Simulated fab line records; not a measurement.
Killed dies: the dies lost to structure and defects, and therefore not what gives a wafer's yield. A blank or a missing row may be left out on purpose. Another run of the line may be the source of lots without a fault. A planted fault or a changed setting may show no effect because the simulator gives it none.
Chamber matching -- flow n5Finfet -- N5_MOL_CONTACT_COAG_STRIP_72 on rieDiel-04: 4 sister chambers
The step strips in N2/H2. 8 wafers are shown with their chamber, then 9 later ones without.

== WAFERS WITH THEIR CHAMBER ==
wafer,chamber,showerheadPlenumPTorr (Torr),throttleValvePct (%)
L079.6,3,2.51,24.12
L084.6,2,2.48,23.56
L086.2,0,2.70,24.12
L086.5,1,2.50,23.57
L086.6,2,2.47,23.59
L089.1,3,2.50,24.22
L089.5,1,2.50,23.58
L089.6,0,2.70,24.12

== WAFERS WITH NO CHAMBER GIVEN ==
wafer,showerheadPlenumPTorr (Torr),throttleValvePct (%)
L091.2,2.47,23.62
L091.3,2.50,24.18
L091.6,2.50,23.62
L093.2,2.47,23.60
L093.3,2.49,23.59
L093.4,2.50,24.19
L094.2,2.50,24.17
L094.3,2.70,24.13
L094.4,2.47,23.60

== WHICH CHAMBER EACH ONE RAN IN ==
wafer,from the rows above,in truth
L091.2,2,2
L091.3,3,3
L091.6,1,1
L093.2,2,2
L093.3,can't be placed: 1 or 2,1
L093.4,3,3
L094.2,3,3
L094.3,0,0
L094.4,2,2
Correctly placed: 8 of 9. These rows do not allow placing 1 (true chamber among the candidates in 1). Wrongly placed: 0.
How it was worked out, from the rows above alone: a wafer's distance from a chamber is the root of the sum, over the readings, of the square of ((its reading less the chamber's mean) divided by the reading's scatter). The wafer belongs to the nearest chamber; if the next one is less than 2 further off, it can't be placed. Each chamber's mean is taken over the wafers shown for it. The scatter: take each reading less its chamber's mean, square it, sum over the shown wafers, divide by the number of wafers less the number of chambers, and take the root.
